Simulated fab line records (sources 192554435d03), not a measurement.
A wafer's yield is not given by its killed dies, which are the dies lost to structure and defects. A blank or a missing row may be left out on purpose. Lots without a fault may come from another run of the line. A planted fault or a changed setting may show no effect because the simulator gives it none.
fab line records | flow n5-finfet
record: lots: 9 | wafers: 27 | last-day: 18
route steps=1938 shown HKMG_FIN@386 BEOL_M4@1111 PASSIVATION@1936
lots that met no fault: taken from a fault-free run of the same line
start-h: hours from the record's opening day to when the first of the lot's shown wafers began | wait-h: hours elapsed since this lot's preceding step | " same as the row above | L1.1+2: several wafers, shown together as one row | - no value present, or no start provided | * or withheld: withheld | < > ~ a bound
route shown NAME@n: a module of which the file shows steps, and the number in the route of the first | usual: mean/standard deviation taken from wafers without a fault | same: alike in all rows | chamber/n: place in a boat | sites: each site's reading | _std_site: standard deviation across them | _edge_site: the outer-site mean with the inner-site mean subtracted | radius-mm: for every site, how far away it sits from the centre of the wafer | mask NAME#n: copy n | behind: the last tool/chamber to shape the wafer | hold: the reason the lot was held/the length of the hold in hours/how it ended | device: names the non-switching transistor (n, p or np) | end of line: at the end of the route, the tests of the same wafers | a step without rows: its recipe alone | killed: at the first sort, the dies lost to defects and structure; wafer yield is something else | map: a wafer's dies, marking killed ones x, the rest . and places with no die _
set.NAME: setting as actually run; set.NAME@STEP: the setting as run at that earlier step | model.NAME: the simulator's own value behind a step, which no gauge read
one table for each step of the route and one row for each wafer, over a sample of lots
services: from which hour (start-h, from the record's first day; less than 0 if before it) a tool's chamber was out of use, for how many hours, and why
== steps ==
step: N5_HKMG_FIN_HK_ALD_01
recipe: material: HfO2 | target-thk-a: 16 | temp-c: withheld | ald-precursor-family: HfCl4 | ald-co-reactant: H2O | pulse-time-s: 3 | purge-time-s: 3 | co-reactant-purge-time-s: 2.5 | co-reactant-pulse-time-s: 0.3 | ald-cycles: 30
usual: ald-cycles: 30/0 | precursor-pulse-height-rel: 1.001/0.02
lot.wafer | tool      | chamber | start-h | wait-h | ald-cycles | precursor-pulse-height-rel
L424.3    | ald-hk-02 | 2       | 75.11   | 0.0    | 30         | 0.999
L424.4    | "         | 0       | "       | "      | 30         | 0.984
L424.5    | "         | 2       | "       | "      | 30         | 1.010
L431.1    | ald-hk-03 | 1       | 114.39  | 0.0    | 30         | 1.003
L431.2    | "         | 0       | "       | "      | 30         | 1.023
L431.5    | "         | 3       | "       | "      | 30         | 0.970
L432.1    | ald-hk-01 | 0       | 123.77  | 0.0    | 30         | 0.995
L432.5    | "         | 0       | "       | "      | 30         | 0.958
L432.6    | "         | 1       | "       | "      | 30         | 0.989
L435.2    | ald-hk-02 | 2       | 144.66  | 0.0    | 30         | 0.986
L435.4    | "         | 0       | "       | "      | 30         | 0.942
L435.6    | "         | 2       | "       | "      | 30         | 0.987
L437.1    | ald-hk-02 | 0       | 153.33  | 0.0    | 30         | 0.984
L437.2    | "         | 3       | "       | "      | 30         | 0.976
L437.6    | "         | 2       | "       | "      | 30         | 1.027
L439.2    | ald-hk-01 | 2       | 160.60  | 0.0    | 30         | 1.008
L439.3    | "         | 3       | "       | "      | 30         | 0.981
L439.5    | "         | 3       | "       | "      | 30         | 0.999
L443.1    | ald-hk-02 | 0       | 189.63  | 0.0    | 30         | 1.005
L443.4    | "         | 1       | "       | "      | 30         | 0.979
L443.6    | "         | 1       | "       | "      | 30         | 1.005
L444.1    | ald-hk-02 | 0       | 190.58  | 0.0    | 30         | 0.994
L444.3    | "         | 1       | "       | "      | 30         | 1.005
L444.4    | "         | 2       | "       | "      | 30         | 0.992
L447.2    | ald-hk-01 | 1       | 214.53  | 0.0    | 30         | 1.009
L447.3    | "         | 2       | "       | "      | 30         | 1.000
L447.4    | "         | 0       | "       | "      | 30         | 1.009
step: N5_HKMG_FIN_DESCUM_53
recipe: chemistry: O2 | time-s: 7.9 | source-power-w: 50 | bias-power-w: 20 | pressure-mtorr: 20 | rf-frequency-hz: 2.712e+07 | temp-c: 40 | resist: CAR-ArF | o2-flow-sccm: 225
usual: bias-power-w: 20.00/0.063 | chamber-pressure-mTorr: 19.998/0.017 | drypump-motor-current-A: 5.7/0.46 | oes-product-au: 0.77/0.095 | rf-vpp-V: 243.3/1.6 | showerhead-plenum-p-Torr: 2.11/0.079 | throttle-valve-pct: 20.47/0.27
lot.wafer | tool        | chamber | start-h | wait-h | bias-power-w | chamber-pressure-mTorr | drypump-motor-current-A | oes-product-au | rf-hours-counter-h | rf-vpp-V | showerhead-plenum-p-Torr | throttle-valve-pct
L424.3    | rie-diel-02 | 3       | 76.16   | 0.1    | 20.05        | 19.997                 | 5.8                     | 0.69           | 198                | 241.9    | 2.07                     | 20.42
L424.4    | "           | 0       | "       | "      | 19.96        | 20.006                 | 6.4                     | 0.77           | 140                | 242.7    | 2.10                     | 20.16
L424.5    | "           | 1       | "       | "      | 19.93        | 19.964                 | 6.6                     | 0.85           | -                  | 245.4    | 2.22                     | 20.15
L431.1    | rie-diel-05 | 2       | 115.30  | 0.0    | 20.06        | 20.031                 | 5.5                     | 0.67           | 249                | 241.6    | 1.97                     | 20.67
L431.2    | "           | 3       | "       | "      | 19.97        | 20.000                 | 4.9                     | 0.71           | 171                | 244.4    | 2.16                     | 20.37
L431.5    | "           | 3       | "       | "      | 19.91        | 19.985                 | 4.8                     | 0.71           | -                  | 243.9    | 2.16                     | 20.36
L432.1    | rie-diel-06 | 0       | 125.00  | 0.0    | 19.97        | 20.005                 | 5.8                     | 0.69           | 211                | 241.6    | 2.08                     | 20.85
L432.5    | "           | 0       | "       | "      | 20.02        | 19.976                 | 5.8                     | 0.70           | -                  | 242.9    | 2.08                     | 20.84
L432.6    | "           | 1       | "       | "      | 20.04        | 20.014                 | 5.9                     | 0.68           | -                  | 241.4    | 1.97                     | 20.89
L435.2    | rie-diel-06 | 0       | 145.70  | 0.0    | 19.94        | 19.997                 | 5.8                     | 0.69           | 219                | 243.4    | 2.08                     | 20.87
L435.4    | "           | 1       | "       | "      | 19.97        | 20.025                 | 5.9                     | 0.67           | -                  | 240.6    | 1.97                     | 20.89
L435.6    | "           | 3       | "       | "      | 19.92        | 20.003                 | 5.7                     | 0.91           | -                  | 243.9    | 2.22                     | 20.19
L437.1    | rie-diel-05 | 3       | 154.75  | 0.4    | 19.97        | 19.982                 | 4.9                     | 0.70           | 187                | 244.8    | 2.16                     | 20.38
L437.2    | "           | 0       | "       | "      | 19.95        | 20.022                 | 5.9                     | 0.94           | 15                 | 242.1    | 2.05                     | 19.99
L437.6    | "           | 3       | "       | "      | 19.94        | 20.001                 | 4.9                     | 0.70           | -                  | 244.9    | 2.16                     | 20.40
L439.2    | rie-diel-02 | 0       | 161.64  | 0.0    | 19.98        | 20.034                 | 6.4                     | 0.75           | 167                | 242.5    | 2.09                     | 20.21
L439.3    | "           | 2       | "       | "      | 19.95        | 19.983                 | 5.9                     | 0.73           | 185                | 243.0    | 2.18                     | 20.41
L439.5    | "           | 0       | "       | "      | 20.03        | 19.967                 | 6.4                     | 0.75           | -                  | 244.4    | 2.09                     | 20.23
L443.1    | rie-diel-02 | 0       | 190.86  | 0.2    | 19.99        | 20.011                 | 6.3                     | 0.73           | 178                | 242.6    | 2.09                     | 20.24
L443.4    | "           | 0       | "       | "      | 19.96        | 19.994                 | 6.3                     | 0.73           | -                  | 242.4    | 2.09                     | 20.21
L443.6    | "           | 2       | "       | "      | 19.94        | 20.010                 | 5.9                     | 0.72           | -                  | 245.5    | 2.17                     | 20.41
L444.1    | rie-diel-06 | 0       | 192.17  | 0.6    | 20.03        | 19.981                 | 5.8                     | 0.68           | 238                | 242.0    | 2.07                     | 20.88
L444.3    | "           | 1       | "       | "      | 20.06        | 20.048                 | 5.9                     | 0.98           | 3                  | 246.2    | 2.22                     | 20.54
L444.4    | "           | 3       | "       | "      | 20.03        | 20.020                 | 5.7                     | 0.87           | 41                 | 245.8    | 2.21                     | 20.23
L447.2    | rie-diel-05 | 0       | 215.45  | 0.0    | 19.90        | 19.999                 | 5.9                     | 0.89           | 38                 | 242.1    | 2.04                     | 20.04
L447.3    | "           | 2       | "       | "      | 20.01        | 20.001                 | 5.5                     | 0.89           | 24                 | 245.9    | 2.23                     | 20.28
L447.4    | "           | 3       | "       | "      | 20.04        | 20.001                 | 4.9                     | 0.69           | 211                | 244.2    | 2.15                     | 20.41
step: N5_HKMG_FIN_ETCH_58
recipe: chemistry: N2/H2 | target: SOC | target-depth-a: 2158 | ion-energy-ev: 50 | bias-w: 13 | time-s: 741 | pressure-mtorr: 30 | source-w: 875 | n2-flow-sccm: 200 | h2-flow-sccm: 200
usual: chamber-pressure-mTorr: 30.000/0.028 | drypump-motor-current-A: 5.7/0.46 | n2-flow-sccm: 200.0/0.64 | oes-product-au: 0.77/0.095 | rf-vpp-V: 99.1/0.98 | showerhead-plenum-p-Torr: 2.56/0.098 | throttle-valve-pct: 17.87/0.28
lot.wafer | tool        | chamber | start-h | wait-h | chamber-pressure-mTorr | drypump-motor-current-A | n2-flow-sccm | oes-product-au | rf-hours-counter-h | rf-vpp-V | showerhead-plenum-p-Torr | throttle-valve-pct
L424.3    | rie-diel-02 | 3       | 76.46   | 0.0    | 29.986                 | 5.8                     | 199.0        | 0.70           | 199                | 97.9     | 2.52                     | 17.82
L424.4    | "           | 0       | "       | "      | 30.011                 | 6.3                     | 200.1        | 0.78           | 140                | 98.9     | 2.55                     | 17.51
L424.5    | "           | 1       | "       | "      | 30.001                 | 6.6                     | 200.4        | 0.85           | -                  | 100.9    | 2.70                     | 17.49
L431.1    | rie-diel-05 | 2       | 115.61  | 0.0    | 29.985                 | 5.6                     | 200.7        | 0.67           | 249                | 98.1     | 2.40                     | 18.01
L431.2    | "           | 3       | "       | "      | 30.053                 | 4.9                     | 199.8        | 0.72           | 172                | 99.9     | 2.65                     | 17.85
L431.5    | "           | 3       | "       | "      | 29.990                 | 4.9                     | 200.0        | 0.72           | -                  | 99.6     | 2.65                     | 17.88
L432.1    | rie-diel-06 | 0       | 125.30  | 0.0    | 29.966                 | 5.8                     | 199.8        | 0.70           | 212                | 98.3     | 2.52                     | 18.23
L432.5    | "           | 0       | "       | "      | 30.003                 | 5.8                     | 200.6        | 0.70           | -                  | 98.6     | 2.52                     | 18.23
L432.6    | "           | 1       | "       | "      | 29.996                 | 5.9                     | 201.5        | 0.69           | -                  | 99.8     | 2.41                     | 18.48
L435.2    | rie-diel-06 | 0       | 146.00  | 0.0    | 29.990                 | 5.8                     | 199.8        | 0.69           | 219                | 100.1    | 2.52                     | 18.23
L435.4    | "           | 1       | "       | "      | 29.986                 | 5.9                     | 201.0        | 0.68           | -                  | 97.3     | 2.41                     | 18.49
L435.6    | "           | 3       | "       | "      | 29.995                 | 5.8                     | 199.2        | 0.91           | -                  | 100.2    | 2.71                     | 17.61
L437.1    | rie-diel-05 | 3       | 155.05  | 0.0    | 29.988                 | 4.9                     | 201.4        | 0.70           | 188                | 99.7     | 2.64                     | 17.89
L437.2    | "           | 0       | "       | "      | 30.000                 | 5.9                     | 199.4        | 0.93           | 16                 | 100.2    | 2.48                     | 17.41
L437.6    | "           | 3       | "       | "      | 29.937                 | 4.8                     | 200.4        | 0.70           | -                  | 98.0     | 2.64                     | 17.89
L439.2    | rie-diel-02 | 0       | 161.94  | 0.0    | 29.959                 | 6.3                     | 199.3        | 0.75           | 167                | 98.6     | 2.53                     | 17.54
L439.3    | "           | 2       | "       | "      | 29.964                 | 5.9                     | 199.2        | 0.73           | 186                | 102.1    | 2.64                     | 17.78
L439.5    | "           | 0       | "       | "      | 30.044                 | 6.4                     | 199.6        | 0.76           | -                  | 98.6     | 2.53                     | 17.56
L443.1    | rie-diel-02 | 0       | 191.16  | 0.0    | 29.984                 | 6.4                     | 199.8        | 0.75           | 178                | 99.2     | 2.53                     | 17.56
L443.4    | "           | 0       | "       | "      | 29.972                 | 6.4                     | 199.6        | 0.74           | -                  | 97.4     | 2.53                     | 17.56
L443.6    | "           | 2       | "       | "      | 30.017                 | 5.9                     | 200.4        | 0.73           | -                  | 99.8     | 2.63                     | 17.79
L444.1    | rie-diel-06 | 0       | 192.47  | 0.0    | 30.036                 | 5.9                     | 200.3        | 0.67           | 239                | 98.1     | 2.51                     | 18.27
L444.3    | "           | 1       | "       | "      | 30.050                 | 5.9                     | 199.8        | 0.99           | 4                  | 100.0    | 2.72                     | 18.09
L444.4    | "           | 3       | "       | "      | 29.959                 | 5.8                     | 200.4        | 0.87           | 41                 | 100.7    | 2.70                     | 17.66
L447.2    | rie-diel-05 | 0       | 215.76  | 0.0    | 29.939                 | 5.9                     | 200.2        | 0.90           | 39                 | 98.8     | 2.48                     | 17.46
L447.3    | "           | 2       | "       | "      | 30.014                 | 5.5                     | 199.4        | 0.87           | 24                 | 99.1     | 2.71                     | 17.59
L447.4    | "           | 3       | "       | "      | 30.013                 | 4.9                     | 200.9        | 0.69           | 211                | 100.3    | 2.63                     | 17.94
step: N5_HKMG_FIN_ALD_79
recipe: material: TiN | target-thk-a: 15 | temp-c: 400 | ald-precursor-family: TiCl4 | ald-co-reactant: NH3 | pulse-time-s: 1 | purge-time-s: 3 | co-reactant-purge-time-s: 2 | co-reactant-pulse-time-s: 2 | ald-cycles: 68 | pressure-torr: 3
usual: ald-cycles: 68/0 | heater-power-w: 899/73 | precursor-pulse-height-rel: 1.002/0.02
lot.wafer | tool         | chamber | start-h | wait-h | ald-cycles | heater-power-w | precursor-pulse-height-rel
L424.3    | ald-metal-04 | 1       | 77.53   | 0.0    | 68         | 931            | 1.032
L424.4    | "            | 0       | "       | "      | 68         | 918            | 0.957
L424.5    | "            | 2       | "       | "      | 68         | 910            | 1.020
L431.1    | ald-metal-04 | 1       | 116.69  | 0.0    | 126        | 946            | 1.008
L431.2    | "            | 3       | "       | "      | 126        | 957            | 0.970
L431.5    | "            | 2       | "       | "      | 126        | 924            | 1.012
L432.1    | ald-metal-04 | 3       | 126.37  | 0.0    | 126        | 918            | 1.015
L432.5    | "            | 2       | "       | "      | 126        | 944            | 0.983
L432.6    | "            | 3       | "       | "      | 126        | 946            | 0.999
L435.2    | ald-metal-02 | 3       | 147.07  | 0.0    | 68         | 808            | 0.973
L435.4    | "            | 2       | "       | "      | 68         | 892            | 1.027
L435.6    | "            | 0       | "       | "      | 68         | 795            | 0.977
L437.1    | ald-metal-02 | 2       | 156.11  | 0.0    | 68         | 893            | 1.017
L437.2    | "            | 1       | "       | "      | 68         | 859            | 0.970
L437.6    | "            | 3       | "       | "      | 68         | 810            | 1.009
L439.2    | ald-metal-02 | 2       | 163.01  | 0.0    | 68         | 887            | 1.017
L439.3    | "            | 0       | "       | "      | 68         | 753            | 1.036
L439.5    | "            | 3       | "       | "      | 68         | 806            | 1.009
L443.1    | ald-metal-04 | 0       | 192.23  | 0.0    | 68         | 926            | 0.981
L443.4    | "            | 1       | "       | "      | 68         | 946            | 0.998
L443.6    | "            | 3       | "       | "      | 68         | 927            | 0.970
L444.1    | ald-metal-04 | 2       | 193.54  | 0.0    | 68         | 941            | 0.989
L444.3    | "            | 3       | "       | "      | 68         | 972            | 0.995
L444.4    | "            | 0       | "       | "      | 68         | 923            | 1.023
L447.2    | ald-metal-04 | 0       | 216.82  | 0.0    | 68         | 903            | 1.009
L447.3    | "            | 1       | "       | "      | 68         | 946            | 1.006
L447.4    | "            | 0       | "       | "      | 68         | 930            | 1.019
step: N5_BEOL_M4_RC_MEAS_101
usual: DIBL_N: 35.9/1.4 | DIBL_P: 35.9/1.7 | IOFF_N: 0.155/0.023 | IOFF_P: 0.201/0.029 | ION_N: 672/8.8 | ION_P: 460/7 | SS_N: 71.6/0.48 | SS_P: 73.1/0.64 | VT_N: 250.0/3 | VT_P: -251.6/3
lot.wafer | tool      | chamber | start-h | wait-h | DIBL_N[mV/V] | DIBL_P[mV/V] | IOFF_N[nA/um] | IOFF_P[nA/um] | ION_N[uA/um] | ION_P[uA/um] | SS_N[mV/dec] | SS_P[mV/dec] | VT_N[mV] | VT_P[mV]
L424.3    | prober-02 | 0       | 170.23  | 0.3    | 34.6         | 35.1         | 0.131         | 0.195         | 667          | 460          | 71.7         | 73.3         | 250.4    | -252.1
L424.4    | "         | 0       | "       | "      | 38.2         | 38.6         | 0.191         | 0.252         | 680          | 464          | 72.2         | 74.6         | 245.9    | -250.6
L424.5    | "         | 0       | "       | "      | 37.1         | 37.4         | 0.174         | 0.229         | 672          | 459          | 71.7         | 74.0         | 247.3    | -249.8
L431.1    | prober-02 | 0       | 216.75  | 0.0    | 33.8         | 33.6         | 0.128         | 0.148         | 670          | 453          | 70.9         | 72.7         | 250.6    | -256.7
L431.2    | "         | 0       | "       | "      | 35.1         | 34.6         | 0.143         | 0.156         | 670          | 443          | 71.8         | 72.7         | 251.0    | -256.5
L431.5    | "         | 0       | "       | "      | 34.4         | 34.1         | 0.134         | 0.149         | 666          | 449          | 70.8         | 72.1         | 252.0    | -255.9
L432.1    | prober-01 | 0       | 224.19  | 0.0    | 37.8         | 38.9         | 0.196         | 0.220         | 689          | 461          | 71.6         | 74.2         | 244.1    | -250.3
L432.5    | "         | 0       | "       | "      | 38.1         | 38.7         | 0.203         | 0.222         | 688          | 467          | 71.6         | 74.4         | 246.6    | -249.9
L432.6    | "         | 0       | "       | "      | 36.6         | 35.9         | 0.169         | 0.177         | 661          | 447          | 71.7         | 72.2         | 248.8    | -253.0
L435.2    | prober-01 | 0       | 248.54  | 0.2    | 33.6         | 36.2         | 0.151         | 0.208         | 674          | 467          | 71.8         | 72.9         | 248.0    | -249.2
L435.4    | "         | 0       | "       | "      | 34.7         | 37.1         | 0.157         | 0.220         | 673          | 465          | 71.6         | 74.4         | 249.8    | -249.0
L435.6    | "         | 0       | "       | "      | 33.2         | 35.7         | 0.140         | 0.197         | 665          | 463          | 71.6         | 73.1         | 250.3    | -251.5
L437.1    | prober-02 | 0       | 248.88  | 0.0    | 36.8         | 35.0         | 0.145         | 0.215         | 666          | 462          | 71.4         | 72.6         | 251.2    | -248.6
L437.2    | "         | 0       | "       | "      | 36.6         | 35.1         | 0.154         | 0.227         | 675          | 469          | 71.7         | 73.5         | 250.8    | -249.7
L437.6    | "         | 0       | "       | "      | 38.6         | 36.8         | 0.183         | 0.245         | 684          | 464          | 71.6         | 74.0         | 248.2    | -249.9
L439.2    | prober-02 | 0       | 274.49  | 0.2    | 35.5         | 36.6         | 0.145         | 0.221         | 674          | 471          | 71.6         | 73.2         | 250.0    | -247.2
L439.3    | "         | 0       | "       | "      | 36.6         | 37.4         | 0.164         | 0.237         | 683          | 474          | 72.0         | 73.5         | 247.9    | -245.8
L439.5    | "         | 0       | "       | "      | 37.5         | 38.9         | 0.188         | 0.267         | 684          | 476          | 71.8         | 73.9         | 245.9    | -244.8
L444.1    | prober-02 | 0       | 286.47  | 0.0    | 39.1         | 39.8         | 0.211         | 0.260         | 682          | 462          | 72.3         | 74.4         | 243.3    | -250.6
L444.3    | "         | 0       | "       | "      | 38.5         | 39.4         | 0.195         | 0.250         | 685          | 464          | 72.4         | 73.7         | 248.6    | -249.5
L444.4    | "         | 0       | "       | "      | 37.6         | 38.0         | 0.187         | 0.231         | 686          | 469          | 71.8         | 73.0         | 243.6    | -249.3
L443.1    | prober-01 | 0       | 286.94  | 0.0    | 36.6         | 37.5         | 0.168         | 0.213         | 682          | 461          | 72.3         | 73.8         | 248.7    | -250.7
L443.4    | "         | 0       | "       | "      | 36.3         | 37.9         | 0.170         | 0.217         | 676          | 460          | 72.0         | 74.1         | 248.1    | -251.7
L443.6    | "         | 0       | "       | "      | 35.4         | 36.6         | 0.149         | 0.199         | 668          | 461          | 72.8         | 73.7         | 250.8    | -250.6
L447.2    | prober-02 | 0       | 311.64  | 0.2    | 35.6         | 34.0         | 0.141         | 0.186         | 649          | 448          | 71.7         | 72.6         | 255.4    | -253.7
L447.3    | "         | 0       | "       | "      | 34.9         | 34.2         | 0.131         | 0.198         | 668          | 462          | 71.1         | 73.4         | 250.9    | -251.9
L447.4    | "         | 0       | "       | "      | 33.5         | 32.8         | 0.113         | 0.168         | 654          | 454          | 71.0         | 72.6         | 256.9    | -252.6
step: N5_PASSIVATION_PROBE_49
usual: defect-limited-yield: 91.7/1.5 | killed_at_M0_to_M3: 30/8.6 | killed_at_M4_up: 12/4.5 | killed-at-contacts: 13/5.8 | killed-at-front-end: 38/11 | killed-at-other: 4/3 | killed-dies: 97/17 | killed-open: 63/12 | killed-short: 32/8.8 | sort_bin_5_function: 4.8/0.91 | sort_bin_6_memory: 3.1/0.68 | sort-n-pass: 1083/17 | sort-yield-pct: 91.7/1.5
same: gross-dies: 1180 | killed-at-back-side: 0 | sort_bin_4_leakage[%]: 0 | sort_bin_8_speed[%]: 0
lot.wafer | tool      | chamber | start-h | wait-h | defect-limited-yield[%] | killed_at_M0_to_M3 | killed_at_M4_up | killed-at-contacts | killed-at-front-end | killed-at-other | killed-dies | killed-open | killed-short | sort_bin_5_function[%] | sort_bin_6_memory[%] | sort-n-pass | sort-yield-pct[%]
L437.2    | prober-02 | -       | 363.48  | 0.1    | 94.7                    | 28                 | 8               | 2                  | 24                  | 1               | 63          | 39          | 21           | 3.6                    | 1.6                  | 1117        | 94.7
killed by level:class
L437.2 BEOL_M0_SAQP:geometric-particle:short=8 STI_FIN_REVEAL:geometric-particle:open=5 BEOL_M3:geometric-particle:open=5 FIN_SAQP:geometric-particle:open=4 BEOL_M1:geometric-particle:open=4 BEOL_M6:geometric-particle:open=4 BEOL_M1:geometric-particle:short=3 STARTING-WAFER:geometric-particle:open=3
== services ==
tool         | chamber | start-h | hours | kind
rie-diel-06  | 3       | 51.35   | -     | clean
rie-diel-06  | 3       | 51.35   | -     | consumable-replace:focus-ring
rie-diel-06  | 3       | 51.35   | -     | consumable-replace:showerhead
rie-diel-06  | 3       | 51.35   | 26.0  | scheduled-down
rie-diel-06  | 3       | 51.35   | 26.0  | vent-cycle
rie-diel-05  | 2       | 52.94   | 3.9   | repair
rie-diel-06  | 0       | 52.95   | 4.0   | repair
ald-hk-01    | -       | 62.95   | 0.7   | repair
ald-metal-02 | 1       | 65.66   | 4.9   | repair
rie-diel-06  | 0       | 71.63   | 6.5   | repair
rie-diel-02  | -       | 77.79   | 0.1   | repair
rie-diel-02  | -       | 80.40   | 2.8   | pm
rie-diel-05  | 3       | 85.44   | 2.8   | repair
ald-metal-02 | -       | 95.23   | 1.3   | repair
rie-diel-05  | 0       | 97.85   | -     | clean
rie-diel-05  | 0       | 97.85   | -     | consumable-replace:focus-ring
rie-diel-06  | 1       | 99.50   | 6.9   | repair
ald-hk-03    | -       | 104.83  | 0.7   | repair
ald-hk-02    | -       | 127.57  | 8.7   | pm
ald-hk-01    | -       | 169.61  | 0.7   | repair
ald-hk-01    | -       | 176.61  | 8.7   | pm
ald-hk-03    | -       | 189.28  | 1.4   | repair
rie-diel-06  | 0       | 200.31  | 15.8  | repair
ald-metal-04 | 2       | 201.60  | 33.2  | repair
== key ==
first-sign: step: N5_HKMG_FIN_ALD_79 | reading: ald-cycles | direction: up | sigmas: 99+ | usual: * | struck: *
effect none on later readings
met-at N5_HKMG_FIN_ALD_79
struck-lots L431,L432
not-acting-at N5_HKMG_FIN_HK_ALD_01,N5_HKMG_FIN_DESCUM_53,N5_HKMG_FIN_ETCH_58
onset-between 77.53 116.69
fault: kind: process-parameter-drift | tool: ald-metal-04 | chamber: - | onset-h: 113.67 | steps: N5_HKMG_FIN_ALD_79 | channel: ald-cycles | offset: * | shape: step | end-h: 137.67 | acts-in: * | stated: *
